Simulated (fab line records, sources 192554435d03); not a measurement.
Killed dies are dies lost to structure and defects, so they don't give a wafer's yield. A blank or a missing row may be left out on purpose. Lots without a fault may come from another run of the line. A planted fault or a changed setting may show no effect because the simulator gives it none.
Which tool did it? | flow n5_finfet | 10 lots, 30 wafers sampled, at 5 steps of a route of 1938

WHAT THE GAUGES READ, wafer by wafer
N5_BEOL_M0_SAQP_OVL_MEAS_15. Usual: M0_CORE_OVL 0.2 nm, standard deviation 0.58.
lot  | measured     | on         | M0_CORE_OVL (nm) | flag
L564 | day 5 11:51  | overlay-01 | 0.4 0.6 0.1      |
L565 | day 5 21:05  | overlay-01 | 0.4 0.3 0.4      |
L570 | day 6 22:52  | overlay-01 | -0.7 -0.7 -1.5   |
L571 | day 7 07:40  | overlay-02 | 0.5 0.2 -0.2     |
L573 | day 7 20:53  | overlay-02 | 0.9 1.5 0.7      |
L578 | day 9 02:17  | overlay-01 | -0.6 0.0 0.4     |
L584 | day 10 11:25 | overlay-01 | 0.5 0.8 1.2      |
L585 | day 10 16:22 | overlay-01 | 0.5 1.0 0.7      |
L586 | day 11 00:11 | overlay-01 | 0.8 0.2 -0.2     |
L587 | day 11 05:40 | overlay-02 | -0.2 -0.1 -0.2   |

N5_BEOL_M4_RC_MEAS_101. Usual: DIBL_N 36.3 mV/V, standard deviation 1.6; DIBL_P 36.4 mV/V, standard deviation 2.1; IOFF_N 0.16 nA/um, standard deviation 0.032; IOFF_P 0.22 nA/um, standard deviation 0.044; ION_N 675 uA/um, standard deviation 12; ION_P 463 uA/um, standard deviation 8.3; SS_N 71.6 mV/dec, standard deviation 0.64; SS_P 73.3 mV/dec, standard deviation 0.67; VT_N 250 mV, standard deviation 3.3; VT_P -250 mV, standard deviation 3.7.
lot  | measured     | on        | DIBL_N (mV/V)  | DIBL_P (mV/V)  | IOFF_N (nA/um) | IOFF_P (nA/um) | ION_N (uA/um) | ION_P (uA/um) | SS_N (mV/dec)  | SS_P (mV/dec)  | VT_N (mV)   | VT_P (mV)      | flag
L564 | day 10 05:23 | prober-01 | 33.9 35.8 33.8 | 34.4 36.6 33.3 | 0.12 0.16 0.12 | 0.18 0.21 0.17 | 664 683 663   | 454 466 460   | 70.7 71.1 71.6 | 72.0 72.7 72.3 | 254 250 252 | -252 -253 -254 |
L565 | day 10 11:23 | prober-01 | 33.7 33.8 35.0 | 33.5 33.5 35.4 | 0.13 0.12 0.15 | 0.19 0.19 0.22 | 671 659 664   | 471 464 463   | 71.2 71.0 71.5 | 72.6 73.0 72.8 | 252 254 250 | -249 -249 -251 |
L570 | day 10 15:55 | prober-01 | 35.5 35.7 34.7 | 36.4 36.0 34.5 | 0.16 0.15 0.13 | 0.22 0.21 0.18 | 679 668 663   | 465 457 451   | 71.4 71.8 71.7 | 73.5 72.9 73.5 | 248 251 253 | -251 -248 -250 |
L571 | day 11 12:28 | prober-01 | 36.8 36.9 37.2 | 38.9 38.7 40.1 | 0.19 0.19 0.20 | 0.26 0.26 0.29 | 690 682 697   | 472 471 486   | 71.3 71.8 71.9 | 74.1 73.6 74.9 | 249 249 247 | -248 -248 -245 |
L573 | day 11 17:00 | prober-02 | 35.4 37.9 36.7 | 35.7 38.7 37.3 | 0.15 0.21 0.18 | 0.18 0.23 0.20 | 665 697 674   | 457 468 454   | 71.2 71.7 71.2 | 72.8 74.1 73.0 | 251 246 249 | -254 -250 -251 |
L578 | day 13 12:34 | prober-02 | 35.9 38.0 36.0 | 34.6 38.2 35.5 | 0.14 0.19 0.15 | 0.19 0.24 0.20 | 661 675 661   | 454 463 457   | 72.3 71.3 71.9 | 73.2 73.5 73.4 | 251 246 251 | -250 -249 -250 |
L586 | day 15 18:29 | prober-02 | 35.4 34.7 40.7 | 36.1 35.6 41.8 | 0.13 0.13 0.24 | 0.16 0.16 0.26 | 665 662 697   | 456 456 463   | 71.8 71.1 73.0 | 72.6 73.2 74.2 | 254 252 245 | -253 -256 -247 |
L587 | day 16 21:25 | prober-01 | 35.7 37.1 35.8 | 34.9 36.6 35.0 | 0.15 0.17 0.15 | 0.21 0.23 0.21 | 665 670 680   | 459 462 463   | 71.9 72.6 72.4 | 72.9 73.0 72.9 | 250 248 253 | -250 -248 -251 |

WHICH TOOL RAN EACH LOT (tool, then ch and the chambers of the sampled wafers, then the start)
lot  | N5_BEOL_M0_SAQP_RECESS_114         | N5_BEOL_M0_SAQP_ETCH_106           | N5_BEOL_M0_SAQP_SPACER2_ALD_26
L564 | vapor_etch-02 ch 0,1, day 5 12:53  | rie_diel-05 ch 1,2,3, day 5 14:39  | ald_sin-02 ch 0,1,3, day 5 15:05
L565 | vapor_etch-01 ch 0, day 5 21:40    | rie_diel-05 ch 1,3, day 6 00:25    | ald_sin-01 ch 0,2,3, day 6 01:22
L570 | vapor_etch-01 ch 0, day 6 23:47    | rie_diel-05 ch 2,3, day 7 02:17    | ald_sin-04 ch 1,2,3, day 7 02:36
L571 | vapor_etch-01 ch 1, day 7 08:14    | rie_diel-04 ch 0,1,2, day 7 09:59  | ald_sin-04 ch 0,2,3, day 7 11:07
L573 | vapor_etch-02 ch 0,1, day 7 21:28  | rie_diel-05 ch 1,2, day 7 23:35    | ald_sin-02 ch 0,1,3, day 7 23:53
L578 | vapor_etch-02 ch 0,1, day 9 02:58  | rie_diel-05 ch 0,1,2, day 9 04:58  | ald_sin-04 ch 0,1, day 9 05:16
L584 | vapor_etch-01 ch 0,1, day 10 11:59 | rie_diel-05 ch 1,3, day 10 13:52   | ald_sin-02 ch 1,2,3, day 10 14:11
L585 | vapor_etch-01 ch 0,1, day 10 16:55 | rie_diel-04 ch 0,2,3, day 10 18:42 | ald_sin-01 ch 0,1,3, day 10 19:01
L586 | vapor_etch-02 ch 0,1, day 11 00:55 | rie_diel-04 ch 1,2,3, day 11 03:05 | ald_sin-04 ch 0,1,3, day 11 03:23
L587 | vapor_etch-01 ch 0,1, day 11 07:01 | rie_diel-05 ch 0,1, day 11 09:40   | ald_sin-01 ch 0,3, day 11 09:59
- N5_BEOL_M0_SAQP_RECESS_114: chemistry HF/NH3, target SiO2, target depth 14.4 nm, afs cycles 3, sublimation time 60 s.
- N5_BEOL_M0_SAQP_ETCH_106: etches SOC in N2/H2, stops on SiNx, target depth 150 nm.
- N5_BEOL_M0_SAQP_SPACER2_ALD_26: deposits SiO2, target thk 15 nm, pulse time 1 s, purge time 2 s.

WHAT THE TOOLS THEMSELVES READ (means of the sampled wafers that have a number; where no wafer has one, the mark that the record gives instead)
N5_BEOL_M0_SAQP_RECESS_114. Usual: drypump_motor_current_A 6.04 A, standard deviation 0.25.
lot  | tool          | drypump_motor_current_A (A) | flag
L564 | vapor_etch-02 | 6.11                        |
L565 | vapor_etch-01 | 6.30                        |
L570 | vapor_etch-01 | 6.25                        |
L571 | vapor_etch-01 | 5.70                        |
L573 | vapor_etch-02 | 6.08                        |
L578 | vapor_etch-02 | 5.97                        |
L584 | vapor_etch-01 | 6.07                        |
L585 | vapor_etch-01 | 5.91                        |
L586 | vapor_etch-02 | 6.08                        |
L587 | vapor_etch-01 | 5.89                        |

N5_BEOL_M0_SAQP_ETCH_106. Usual: bias_w 61.01 W, standard deviation 0.18; chamber_pressure_mTorr 30.00 mTorr, standard deviation 0.034; drypump_motor_current_A 5.5 A, standard deviation 0.43; oes_product_au 0.78 a.u., standard deviation 0.073; rf_vpp_V 240.7 V, standard deviation 1.4; showerhead_plenum_p_Torr 2.54 Torr, standard deviation 0.098; throttle_valve_pct 17.90 %, standard deviation 0.24.
lot  | tool        | bias_w (W) | chamber_pressure_mTorr (mTorr) | drypump_motor_current_A (A) | oes_product_au (a.u.) | rf_vpp_V (V) | showerhead_plenum_p_Torr (Torr) | throttle_valve_pct (%) | flag
L564 | rie_diel-05 | 60.94      | 29.98                          | 5.5                         | 0.86                  | 241.1        | 2.54                            | 17.77                  |
L565 | rie_diel-05 | 61.19      | 30.00                          | 5.3                         | 0.89                  | 240.6        | 2.55                            | 17.80                  |
L570 | rie_diel-05 | 60.88      | 30.00                          | 5.2                         | 0.84                  | 240.1        | 2.46                            | 17.67                  |
L571 | rie_diel-04 | 60.95      | 30.02                          | 5.7                         | 0.78                  | 239.9        | 2.48                            | 17.85                  |
L573 | rie_diel-05 | 61.05      | 30.00                          | 5.8                         | 0.84                  | 241.7        | 2.61                            | 17.93                  |
L578 | rie_diel-05 | 60.95      | 30.00                          | 5.4                         | 0.78                  | 240.7        | 2.59                            | 17.95                  |
L584 | rie_diel-05 | -          | -                              | -                           | -                     | -            | -                               | -                      | OFF
L585 | rie_diel-04 | -          | -                              | -                           | -                     | -            | -                               | -                      | OFF
L586 | rie_diel-04 | 60.93      | 30.00                          | 5.7                         | 0.76                  | 239.9        | 2.47                            | 17.89                  |
L587 | rie_diel-05 | 61.00      | 30.02                          | 5.1                         | 0.74                  | 242.5        | 2.66                            | 18.11                  |

N5_BEOL_M0_SAQP_SPACER2_ALD_26. Usual: heater_power_outer_w 269 W, standard deviation 32; heater_power_w 475 W, standard deviation 41; precursor_pulse_height_rel 0.998, standard deviation 0.019.
lot  | tool       | heater_power_outer_w (W) | heater_power_w (W) | precursor_pulse_height_rel | flag
L564 | ald_sin-02 | 260                      | 475                | 0.996                      |
L565 | ald_sin-01 | 261                      | 457                | 0.999                      |
L570 | ald_sin-04 | 278                      | 477                | 1.004                      |
L571 | ald_sin-04 | 257                      | 460                | 1.016                      |
L573 | ald_sin-02 | 263                      | 483                | 0.987                      |
L578 | ald_sin-04 | 303                      | 505                | 0.994                      |
L584 | ald_sin-02 | 270                      | 471                | 0.999                      |
L585 | ald_sin-01 | 270                      | 480                | 1.007                      |
L586 | ald_sin-04 | 273                      | 469                | 1.003                      |
L587 | ald_sin-01 | 253                      | 463                | 0.991                      |

THE ANSWER, worked out from the rows above alone
Rule: a lot is off if the mean of its wafers that have a number lies more than 3 standard deviations from the usual mean. A lot without any number at a reading at which 4 lots or more have one is off too. The other lots that the step has rows for count as sound. The gauges are gone through in route order, then the tools' own readings, and for those a lot's mean is taken as printed above. The first step at which some lot is off is used, and at that step the reading that is off furthest; a lot without a number counts as furthest.
Off: L584, L585, at N5_BEOL_M0_SAQP_ETCH_106 (bias_w). Without a number there: L584, L585.
A tool fits if, at that step or a process step before it, it ran every lot that is off, and no sound lot after the first of them. None of those tried fits.

WHAT THE SIMULATOR HAD PUT IN
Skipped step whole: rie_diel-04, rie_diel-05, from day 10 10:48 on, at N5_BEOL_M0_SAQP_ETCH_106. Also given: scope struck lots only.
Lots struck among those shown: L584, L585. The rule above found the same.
